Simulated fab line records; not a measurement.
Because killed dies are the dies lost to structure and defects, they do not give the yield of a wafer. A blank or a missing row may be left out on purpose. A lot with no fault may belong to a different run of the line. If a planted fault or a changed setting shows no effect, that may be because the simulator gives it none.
8D (eight disciplines) problem report, filled in by code -- flow n5_finfet -- the parts of the form that need people (team, actions taken, sign-off) are left out

## 1. THE ISSUE
Mean of spin_speed_rpm at N5_BEOL_M6_COAT_71: 1248.3 rpm across 6 wafers in 2 lots; on wafers with no fault it is 1499.7 rpm (standard deviation 0.99). That is -99 or more standard deviations from the usual mean.
The step: time 60 s, resist thk 5 nm.
Earliest sighting: wafer L164.2 on litho_track-02 at day 10 07:00. At this step, 30 wafers from 10 lots have a number in the record. Rule for "out", or "out of limits": more than 4 standard deviations from the usual mean. Any other wafer with a number is counted as sound.

## 2. WHAT IT IS; WHAT IT IS NOT
question,is,is not
which readings at this step,spin_speed_rpm,-
which lots,"L164, L165","L159, L160, L163, L174, L177, L178, L179, L180"
which wafers of those lots,all that have a number,-
read on which tools,litho_track-02,"litho_track-01, litho_track-03"
when,from day 10 07:00,"up to then (9 sound wafers); but 15 sound wafers of L174, L177, L178, L179, L180 came after"

## 3. WHAT RULES OUT EACH SUSPECT
Counting: a tool at a process step up to the reading stays a suspect if it ran every lot that is out and no sound lot after the first of them.
- litho_track-02 at N5_BEOL_M6_COAT_71 (time 60 s, resist thk 5 nm): ruled out as a lasting fault. Following L164 (day 10 07:00), the first lot on it that is out, the sound lots L178, L179, L180 were run on it.
Left after counting: nothing in the record.

## 4. THE CAUSE (what the simulator had put in)
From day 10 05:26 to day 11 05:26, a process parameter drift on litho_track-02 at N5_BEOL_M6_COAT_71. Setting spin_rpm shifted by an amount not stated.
Counting ruled it out, wrongly.

## 5. THE EFFECT CHAIN, in route order
Each row: a reading where the mean over the struck wafers with a number is more than 3 standard deviations away from the usual. Only readings whose record carries a usual standard deviation are examined. hours: median over the lots of the time between each lot's start at the first step of this table that gives one and its start at this step. sigmas: the change, counted in usual standard deviations.
hours,step,reading,usual,on struck wafers,change,sigmas
0,N5_BEOL_M6_COAT_71,spin_speed_rpm,1499.7 rpm,1248.3,-251.4,-99 or more
1,N5_BEOL_M6_ETCH_72,etch_rf_on_time_s,5.19 s,5.73,+0.54,+3.9
Its process steps:
- N5_BEOL_M6_COAT_71: time 60 s, resist thk 5 nm.
- N5_BEOL_M6_ETCH_72: etches underlayer in N2/H2, target depth 6.5 nm, time 5.2 s.
Later measuring or inspecting steps at which every struck wafer that the step has a row for has a number for every such reading, and none has moved that far: N5_BEOL_M6_CD_MEAS_28.

## 6. HOW IT WOULD HAVE BEEN CAUGHT EARLIER
2 hours passed between the start of the fault at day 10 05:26 and the first reading out of limits in this record, taken at day 10 07:00.
